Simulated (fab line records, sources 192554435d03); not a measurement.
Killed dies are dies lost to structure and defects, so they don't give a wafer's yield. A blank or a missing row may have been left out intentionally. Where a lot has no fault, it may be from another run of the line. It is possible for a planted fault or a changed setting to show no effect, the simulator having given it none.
Split-lot study || flow n5Finfet || on a route of 1938 steps: 7 lots, 21 wafers read

== SPLIT DETAILS ==
At N5_BEOL_M8_HM_DEP_02 (deposits TiN, target thk 20 nm), the setting targetThkA was moved away from the recipe's 200 angstrom on 8 of the 21 wafers read, by -12.5% to +12.6%. All remaining wafers had this setting at the recipe value.

== FROM THE SPLIT TO THE READING: what the file shows between them, 7 steps ==
- N5_BEOL_M8_DEVELOP_10: develop time 30 s (also split here: developTimeS)
- N5_BEOL_M8_STRIP_68: strips in N2/H2
- N5_BEOL_M8_STRIP_67: strips in CF4
- N5_BEOL_M8_HM_OPEN_17: chemistry Cl2/BCl3, target TiN, target depth 20 nm, overetch 6 nm
- N5_BEOL_M8_STRIP_19: strips in O2
- N5_BEOL_M8_STRIP_76: strips in C4F6/O2
- N5_BEOL_M8_STRIP_36: strips in N2/H2

== THE READING ==
TiN_of_BEOL_M8_HM_DEP_02.thkNm (the simulator's own value, which no gauge read), in nm, at N5_BEOL_M8_TRENCH_ETCH_37 (etches SiCOH lowk in C4F6/O2, target depth 93.478 nm, time 31.2 s). The file gives no usual value for it. Across the 13 wafers here that went through the recipe, the average is 17.2 nm and the standard deviation 0.49 nm.

{"wafer": "L074.1", "tool, chamber at the split": "pvdSputter-02, -", "targetThkA as run, angstrom": 200, "against the recipe": "recipe", "TiN_of_BEOL_M8_HM_DEP_02.thkNm, nm": 17.6, "against lot-mates on the recipe": "-"}
{"wafer": "L074.4", "tool, chamber at the split": "pvdSputter-02, -", "targetThkA as run, angstrom": 221.3, "against the recipe": "+10.7%", "TiN_of_BEOL_M8_HM_DEP_02.thkNm, nm": 19.4, "against lot-mates on the recipe": "+2.1"}
{"wafer": "L074.5", "tool, chamber at the split": "pvdSputter-02, -", "targetThkA as run, angstrom": 200, "against the recipe": "recipe", "TiN_of_BEOL_M8_HM_DEP_02.thkNm, nm": 17, "against lot-mates on the recipe": "-"}
{"wafer": "L080.3", "tool, chamber at the split": "pvdSputter-03, -", "targetThkA as run, angstrom": 200, "against the recipe": "recipe", "TiN_of_BEOL_M8_HM_DEP_02.thkNm, nm": 16.6, "against lot-mates on the recipe": "-"}
{"wafer": "L080.5", "tool, chamber at the split": "pvdSputter-03, -", "targetThkA as run, angstrom": 200, "against the recipe": "recipe", "TiN_of_BEOL_M8_HM_DEP_02.thkNm, nm": 16.6, "against lot-mates on the recipe": "-"}
{"wafer": "L080.6", "tool, chamber at the split": "pvdSputter-03, -", "targetThkA as run, angstrom": 189, "against the recipe": "-5.5%", "TiN_of_BEOL_M8_HM_DEP_02.thkNm, nm": 16.2, "against lot-mates on the recipe": -0.4}
{"wafer": "L083.1", "tool, chamber at the split": "pvdSputter-03, -", "targetThkA as run, angstrom": 200, "against the recipe": "recipe", "TiN_of_BEOL_M8_HM_DEP_02.thkNm, nm": 17.6, "against lot-mates on the recipe": "-"}
{"wafer": "L083.2", "tool, chamber at the split": "pvdSputter-03, -", "targetThkA as run, angstrom": 200, "against the recipe": "recipe", "TiN_of_BEOL_M8_HM_DEP_02.thkNm, nm": 17, "against lot-mates on the recipe": "-"}
{"wafer": "L083.6", "tool, chamber at the split": "pvdSputter-03, -", "targetThkA as run, angstrom": 187, "against the recipe": "-6.5%", "TiN_of_BEOL_M8_HM_DEP_02.thkNm, nm": 16.4, "against lot-mates on the recipe": -0.9}
{"wafer": "L081.1", "tool, chamber at the split": "pvdSputter-01, -", "targetThkA as run, angstrom": 200, "against the recipe": "recipe", "TiN_of_BEOL_M8_HM_DEP_02.thkNm, nm": 17.4, "against lot-mates on the recipe": "-"}
{"wafer": "L081.2", "tool, chamber at the split": "pvdSputter-01, -", "targetThkA as run, angstrom": 175, "against the recipe": "-12.5%", "TiN_of_BEOL_M8_HM_DEP_02.thkNm, nm": 15, "against lot-mates on the recipe": -2.4}
{"wafer": "L081.5", "tool, chamber at the split": "pvdSputter-01, -", "targetThkA as run, angstrom": 175, "against the recipe": "-12.5%", "TiN_of_BEOL_M8_HM_DEP_02.thkNm, nm": 15.4, "against lot-mates on the recipe": -2.0}
{"wafer": "L084.3", "tool, chamber at the split": "pvdSputter-01, -", "targetThkA as run, angstrom": 225.2, "against the recipe": "+12.6%", "TiN_of_BEOL_M8_HM_DEP_02.thkNm, nm": 20, "against lot-mates on the recipe": "+2.6"}
{"wafer": "L084.4", "tool, chamber at the split": "pvdSputter-01, -", "targetThkA as run, angstrom": 200, "against the recipe": "recipe", "TiN_of_BEOL_M8_HM_DEP_02.thkNm, nm": 17.4, "against lot-mates on the recipe": "-"}
{"wafer": "L084.5", "tool, chamber at the split": "pvdSputter-01, -", "targetThkA as run, angstrom": 225.2, "against the recipe": "+12.6%", "TiN_of_BEOL_M8_HM_DEP_02.thkNm, nm": 20.4, "against lot-mates on the recipe": "+3.0"}
{"wafer": "L090.3", "tool, chamber at the split": "pvdSputter-02, -", "targetThkA as run, angstrom": 200, "against the recipe": "recipe", "TiN_of_BEOL_M8_HM_DEP_02.thkNm, nm": 16.6, "against lot-mates on the recipe": "-"}
{"wafer": "L090.5", "tool, chamber at the split": "pvdSputter-02, -", "targetThkA as run, angstrom": 200, "against the recipe": "recipe", "TiN_of_BEOL_M8_HM_DEP_02.thkNm, nm": 16.6, "against lot-mates on the recipe": "-"}
{"wafer": "L090.4", "tool, chamber at the split": "pvdSputter-02, -", "targetThkA as run, angstrom": 224.5, "against the recipe": "+12.3%", "TiN_of_BEOL_M8_HM_DEP_02.thkNm, nm": 19.2, "against lot-mates on the recipe": "+2.6"}
{"wafer": "L097.1", "tool, chamber at the split": "pvdSputter-01, -", "targetThkA as run, angstrom": 200, "against the recipe": "recipe", "TiN_of_BEOL_M8_HM_DEP_02.thkNm, nm": 18.2, "against lot-mates on the recipe": "-"}
{"wafer": "L097.4", "tool, chamber at the split": "pvdSputter-01, -", "targetThkA as run, angstrom": 200, "against the recipe": "recipe", "TiN_of_BEOL_M8_HM_DEP_02.thkNm, nm": 17.4, "against lot-mates on the recipe": "-"}
{"wafer": "L097.6", "tool, chamber at the split": "pvdSputter-01, -", "targetThkA as run, angstrom": 200, "against the recipe": "recipe", "TiN_of_BEOL_M8_HM_DEP_02.thkNm, nm": 17.6, "against lot-mates on the recipe": "-"}

THE FIT
A straight line over all 21 wafers: TiN_of_BEOL_M8_HM_DEP_02.thkNm changes by +0.189 nm for each +1% of targetThkA; r = +0.94; the points scatter about the line by 0.48 nm.
The same after taking each lot's own level away (the mean of its wafers on the recipe; 21 wafers): +0.193 nm for each +1%; r = +0.98; scatter 0.29 nm.
Per that fit: largest targetThkA move, reading shift of 2.4 nm.
Measured against the standard deviation above, the lots' own levels, which go from 16.60 to 17.73 nm, span 2.3 times it.
Consequently the slope shifts little with the lot-to-lot level, the two slopes agreeing.
Check: for one of the wafers moved furthest among these (+12.6%), held out of the fit, the line's prediction against its lot-mates is +2.54 nm. It came out at +2.6 nm against them.

== OTHER SPLITS APPLIED TO THESE WAFERS ==
Note: prior to the reading, these wafers also went through further splits. Each is held against what the fit with the lots' levels taken away leaves over:
{"other split on the same wafers": "N5_BEOL_M7_ILD_DEP_00 timeS", "wafers away from the commonest value": 10, "r with TiN_of_BEOL_M8_HM_DEP_02.thkNm (lot level and that fit taken away)": "+0.31"}
{"other split on the same wafers": "N5_BEOL_M8_DEVELOP_10 developTimeS", "wafers away from the commonest value": 5, "r with TiN_of_BEOL_M8_HM_DEP_02.thkNm (lot level and that fit taken away)": -0.14}

== THE WHOLE CHAIN: every reading that the file lists as answering this split, in the file's order ==
{"step": "N5_BEOL_M8_HM_DEP_02", "what it does": "deposits TiN, target thk 20 nm", "reading": "TiN_of_BEOL_M8_HM_DEP_02.thkNm (the simulator's own value, which no gauge read)", "change (the file's fit)": "+0.184 nm for each +1% of the setting", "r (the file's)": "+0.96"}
{"step": "N5_BEOL_M8_HM_OPEN_17", "what it does": "chemistry Cl2/BCl3, target TiN, target depth 20 nm, overetch 6 nm", "reading": "etch.depthNm (the simulator's own value, which no gauge read)", "change (the file's fit)": "+0.187 nm for each +1% of the setting", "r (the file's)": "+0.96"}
{"step": "N5_BEOL_M8_TRENCH_ETCH_37", "what it does": "etches SiCOH lowk in C4F6/O2, target depth 93.478 nm, time 31.2 s", "reading": "TiN_of_BEOL_M8_HM_DEP_02.thkNm (the simulator's own value, which no gauge read)", "change (the file's fit)": "+0.192 nm for each +1% of the setting", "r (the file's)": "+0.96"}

== FILE'S OWN FIT ==
TiN_of_BEOL_M8_HM_DEP_02.thkNm changes by +0.192 nm for each +1% of targetThkA, r = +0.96.
